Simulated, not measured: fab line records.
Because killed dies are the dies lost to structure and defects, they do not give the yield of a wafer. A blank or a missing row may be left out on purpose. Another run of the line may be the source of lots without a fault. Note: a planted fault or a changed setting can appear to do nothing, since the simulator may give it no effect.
Comparing a struck lot with a sound one | flow n5 finfet | 16 out of 1938 route steps
Sound: these wafers, L957.1, L957.2, L957.3. The struck wafers were L951.2, L951.3, L951.6. At the end, the cause is stated.
For every step that has rows: the tool of each side, followed by ch and its chambers, followed by its first start. Under that, the readings that differ: sound wafers | struck wafers | difference of the means | sigmas: that difference in standard deviations of wafers without a fault.
alike: a reading whose means differ by less than 2 such deviations, as well as words and numbers matching on both sides. not compared: withheld readings; readings where some wafer has no value; bounds like >300 that might hide an equal value; numbers whose values overlap and for which the record gives no deviation.
The two part at a step that has a row with sigmas, a row that says differs or no value, or rows on one side only. Numbers that have no deviation but don't overlap get no sigmas and don't part them. A reading missing from all wafers of one side parts the sides only when that side holds two or more wafers.

first, 2 steps without rows for these wafers: N5_BEOL_M5_PEB_09 (peb time 60 s); N5_BEOL_M5_DEVELOP_10 (develop time 30 s).
N5_BEOL_M5_CD_MEAS_11 targets a cd of 27.74 nm.
  sound on cd sem-03 ch 0, day 12 10:58; struck on cd sem-02 ch 0, day 10 17:39
  alike: cd nm
N5_BEOL_M5_OVL_MEAS_12:
  sound on overlay-02 ch 0, day 12 11:00; struck on overlay-01 ch 0, day 10 17:41
  alike: M5_OVL
N5_BEOL_M5_INSPECT_13: inspects for defects (brightfield).
  struck on defect inspect-01, day 10 17:44; sound on defect inspect-02, day 12 11:04
  reading          | sound       | struck      | difference | sigmas
  raw defect count | 280 297 188 | 492 507 402 | +212       | +2
N5_BEOL_M5_DESCUM_16: chemistry O2, time 7 s.
  sound on rie diel-02 ch 0,2,3, day 12 11:43; struck on rie diel-02 ch 0,1,2, day 10 17:59
  alike: drypump motor current A, oes product au, rf fwd power W, rf vpp V, showerhead plenum p Torr, throttle valve pct
  not compared: rf hours counter h
N5_BEOL_M5_ETCH_72: etches underlayer in N2/H2, target depth 6.5 nm, time 5.2 s.
  sound on rie diel-02 ch 0,2,3, day 12 11:44; struck on rie diel-02 ch 0,1,2, day 10 18:01
  alike: drypump motor current A, etch rf on time s, h2 flow sccm, oes product au, rf fwd power W, rf vpp V, showerhead plenum p Torr, throttle valve pct
  not compared: rf hours counter h
N5_BEOL_M5_ETCH_61: etches SiARC in CF4, target depth 15.6 nm, time 26 s.
  sound on rie diel-02 ch 0,2,3, day 12 11:46; struck on rie diel-02 ch 0,1,2, day 10 18:02
  alike: cf4 flow sccm, drypump motor current A, etch rf on time s, oes product au, rf fwd power W, rf vpp V, showerhead plenum p Torr, throttle valve pct
  not compared: rf hours counter h
N5_BEOL_M5_ETCH_62: etches SOC in N2/H2, target depth 75 nm, overetch 15 nm, time 112.5 s.
  sound on rie diel-02 ch 0,2,3, day 12 11:47; struck on rie diel-02 ch 0,1,2, day 10 18:04
  alike: drypump motor current A, h2 flow sccm, oes product au, rf fwd power W, rf vpp V, showerhead plenum p Torr, throttle valve pct
  not compared: rf hours counter h
then, 2 steps without rows for these wafers: N5_BEOL_M5_STRIP_63 (strips in N2/H2); N5_BEOL_M5_STRIP_73 (strips in N2/H2).
N5_BEOL_M5_STRIP_64: strips in CF4.
  sound on rie diel-02 ch 0,2,3, day 12 11:55; struck on rie diel-02 ch 0,1,2, day 10 18:11
  alike: cf4 flow sccm, drypump motor current A, oes product au, power w, rf fwd power W, rf vpp V, showerhead plenum p Torr, throttle valve pct
  not compared: rf hours counter h
N5_BEOL_M5_HM_OPEN_17: chemistry Cl2/BCl3, target TiN, target depth 20 nm, overetch 6 nm.
  sound on rie metal-03 ch 0,1, day 12 11:58; struck on rie metal-02 ch 0, day 10 18:14
  no value came back on the struck wafers for any of 6 readings (bcl3 flow sccm (sccm), bias w (W) and others); on the sound wafers bcl3 flow sccm (sccm) reads 21.81 21.73 21.76
  reading                                  | sound      | struck         | difference | sigmas
  model.SOC_of_BEOL_M5_COAT_59.thk nm (nm) | 51.8 52 52 | 59.6 59.4 59.6 | +7.6       |
  not compared: rf hours counter h
then, 1 step without rows for these wafers: N5_BEOL_M5_STRIP_19 (strips in O2).
N5_BEOL_M5_CD_MEAS_18: pitch 56 nm, target cd 28 nm.
  struck on cd sem-02, day 10 18:25; sound on cd sem-02, day 12 12:09
  reading    | sound             | struck | difference                    | sigmas
  cd nm (nm) | 28.16 27.57 28.10 | - - -  | no value on the struck wafers |
then, 1 step without rows for these wafers: N5_BEOL_M5_COAT_65 (time 60 s, resist thk 60 nm).

== WHERE THEY PART ==
At N5_BEOL_M5_INSPECT_13 first; at N5_BEOL_M5_CD_MEAS_18 last (within this record only).

WHY: what had been put in by the simulator
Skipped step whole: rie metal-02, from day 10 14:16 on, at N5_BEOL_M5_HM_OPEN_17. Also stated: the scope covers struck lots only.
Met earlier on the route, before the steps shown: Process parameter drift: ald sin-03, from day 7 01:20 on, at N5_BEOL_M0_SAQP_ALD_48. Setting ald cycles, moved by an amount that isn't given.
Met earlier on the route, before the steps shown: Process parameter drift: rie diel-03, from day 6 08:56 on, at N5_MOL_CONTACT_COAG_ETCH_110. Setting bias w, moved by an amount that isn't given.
